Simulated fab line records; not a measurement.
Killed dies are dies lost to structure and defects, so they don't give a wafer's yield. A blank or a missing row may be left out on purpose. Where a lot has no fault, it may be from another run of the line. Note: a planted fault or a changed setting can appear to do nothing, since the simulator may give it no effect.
Comparing a struck lot with a sound one -- flow nandHarc -- 41 steps out of a route of 1159
Sound: the wafers L646.1, L646.3, L646.4. Struck: wafers L659.1, L659.2, L659.3. The cause is given at the end.
Per side, at each step with rows, come the tool, then ch with its chambers, and then its first start. Under that, the readings that differ: sound wafers -- struck wafers -- difference of the means -- sigmas: that difference in standard deviations of wafers without a fault.
alike: readings whose means differ by less than 2 such deviations, and words and numbers that are the same on both sides. not compared: withheld readings, readings that some wafer has no value for, bounds like >300 that may hide the same value, and numbers for which the record gives no deviation and whose values overlap.
Wherever a step has rows on one side only, a row that says differs or no value, or a row with sigmas, the two part there. Numbers that have no deviation but don't overlap get no sigmas and don't part them. A reading that every wafer of one side lacks parts them only if that side has two wafers or more.

NHARC_A_M0_CD_MEAS_09: the cd target is 80 nm.
  sound on cdSem-03 ch 0, day 18 03:14; struck on cdSem-02 ch 0, day 20 12:29
  alike: cdNm
NHARC_A_M0_OVL_MEAS_10: pitch 160 nm.
  sound on overlay-02, day 18 03:19; struck on overlay-01, day 20 12:34
  alike: overlayXNm, overlayYNm
NHARC_A_M0_INSPECT_11:
  sound on defectInspect-01, day 18 03:21; struck on defectInspect-01, day 20 12:37
  alike: rawDefectCount
NHARC_A_M0_DESCUM_14: chemistry O2, time 3 s.
  sound on rieDiel-06 ch 0,1,3, day 18 03:25; struck on rieDiel-07 ch 1,2,3, day 20 12:40
reading,sound,struck,difference,sigmas
rfHoursCounterH (h),14 14 9,5 5 5,-7,
  alike: drypumpMotorCurrentA, oesProductAu, rfVppV, showerheadPlenumPTorr, throttleValvePct
NHARC_A_M0_ETCH_34: etches the open film in N2/H2, target depth 40 nm, overetch 12 nm, time 43.94 s.
  sound on rieDiel-06 ch 0,2,3, day 18 03:30; struck on rieDiel-07 ch 0,1,2, day 20 12:45
reading,sound,struck,difference,sigmas
rfHoursCounterH (h),14 14 9,5 5 3,-8,
  alike: drypumpMotorCurrentA, oesProductAu, rfVppV, showerheadPlenumPTorr, throttleValvePct
then, 1 step without rows for these wafers: NHARC_A_M0_ETCH_15 (etches the open film in C4F8/Ar, target depth 150 nm, overetch 15 nm, time 82.5 s).
NHARC_A_M0_CD_MEAS_16:
  sound on cdSem-01, day 18 03:43; struck on cdSem-03, day 20 12:58
  alike: cdNm
NHARC_A_M0_STRIP_18: strips in N2/H2.
  sound on rieDiel-13 ch 0,1,3, day 18 03:49; struck on rieDiel-07 ch 0,1,3, day 20 13:02
reading,sound,struck,difference,sigmas
rfHoursCounterH (h),11 12 9,5 3 5,-6,
  alike: drypumpMotorCurrentA, oesProductAu, rfVppV, showerheadPlenumPTorr, throttleValvePct
then, 4 steps without rows for these wafers: NHARC_A_M0_STRIP_19 (strips in post etch residue remover, time 600 s); NHARC_A_M0_DEGAS_28 (time 60 s); NHARC_A_M0_PRE_CLEAN_29 (time 30 s); NHARC_A_M0_PVD_20 (deposits TaN, target thk 5 nm, time 8.06 s).
NHARC_A_M0_PVD_21: deposits Cu, target thk 30 nm, time 20.49 s.
  sound on pvdSputter-03, day 18 04:34; struck on pvdSputter-03, day 20 13:52
  alike: cathodeDcPowerW, throttleValvePct
then, 4 steps without rows for these wafers: NHARC_A_M0_ECD_22 (material Cu, target thk 400 nm); NHARC_A_M0_ANNEAL_30 (time 90 s); NHARC_A_M0_CMP_23 (polishes, t overpolish 20 s, target thk 113.75 nm); NHARC_A_M0_SRD_25.
NHARC_A_M0_INSPECT_27:
  sound on defectInspect-02, day 18 06:48; struck on defectInspect-02, day 20 15:11
  alike: rawDefectCount
NHARC_A_M0_PRE_CLEAN_31: time 12 s.
  sound on pecvd-02 ch 0,1, day 18 07:59; struck on pecvd-02 ch 0,1,2, day 20 15:16
  alike: heaterPowerW
NHARC_A_M0_DEP_32: deposits SiCN, target thk 30 nm.
  sound on pecvd-02 ch 0,1, day 18 08:05; struck on pecvd-02 ch 0,1,2, day 20 15:20
  alike: heaterPowerW
then, 10 steps without rows for these wafers: NHARC_A_M1_DEP_00 (deposits SiOC, target thk 182.5 nm); NHARC_A_M1_DEHYDRATE_01 (time 120 s); NHARC_A_M1_HMDS_02 (time 30 s); NHARC_A_M1_COAT_34 (time 65 s); NHARC_A_M1_COAT_03 (resist thk 90 nm); NHARC_A_M1_SOFTBAKE_04 (time 55 s); NHARC_A_M1_EBR_05; NHARC_A_M1_EXPOSE_06 (exposes mask A M1, target cd 120 nm); NHARC_A_M1_PEB_07 (peb time 65 s); NHARC_A_M1_DEVELOP_08 (develop time 35 s).
NHARC_A_M1_CD_MEAS_09: the cd target is 120 nm.
  the record has rows for the sound wafers here (cdSem-03 ch 0, day 18 09:37) and none for the struck ones
NHARC_A_M1_OVL_MEAS_10: pitch 240 nm.
  the record holds rows for the sound wafers here (overlay-02, day 18 09:42) but none for the struck ones
NHARC_A_M1_INSPECT_11:
  the record holds rows for the sound wafers here (defectInspect-02, day 18 09:44) but none for the struck ones
then, 3 steps without rows for these wafers: NHARC_A_M1_DESCUM_14 (chemistry O2, time 3 s); NHARC_A_M1_ETCH_35 (etches the open film in N2/H2, target depth 40 nm, overetch 12 nm, time 43.94 s); NHARC_A_M1_ETCH_15 (etches the open film in C4F8/Ar, target depth 182.5 nm, time 91.2 s).
NHARC_A_M1_CD_MEAS_16:
  the record holds rows for the sound wafers here (cdSem-03, day 18 10:06) but none for the struck ones
then, 3 steps without rows for these wafers: NHARC_A_M1_STRIP_18 (strips in N2/H2); NHARC_A_M1_ETCH_28 (etches the open film in CF4/N2, target depth 30 nm, time 72.99 s); NHARC_A_M1_STRIP_19 (strips in post etch residue remover, time 600 s).
NHARC_END_SORT_01:
  the record has rows for the struck wafers here (prober-01 ch 0, day 22 01:04) and none for the sound ones

WHERE THEY PART
At NHARC_A_M1_CD_MEAS_09 first; at NHARC_END_SORT_01 last (within this record only).

WHY: whatever the simulator had introduced
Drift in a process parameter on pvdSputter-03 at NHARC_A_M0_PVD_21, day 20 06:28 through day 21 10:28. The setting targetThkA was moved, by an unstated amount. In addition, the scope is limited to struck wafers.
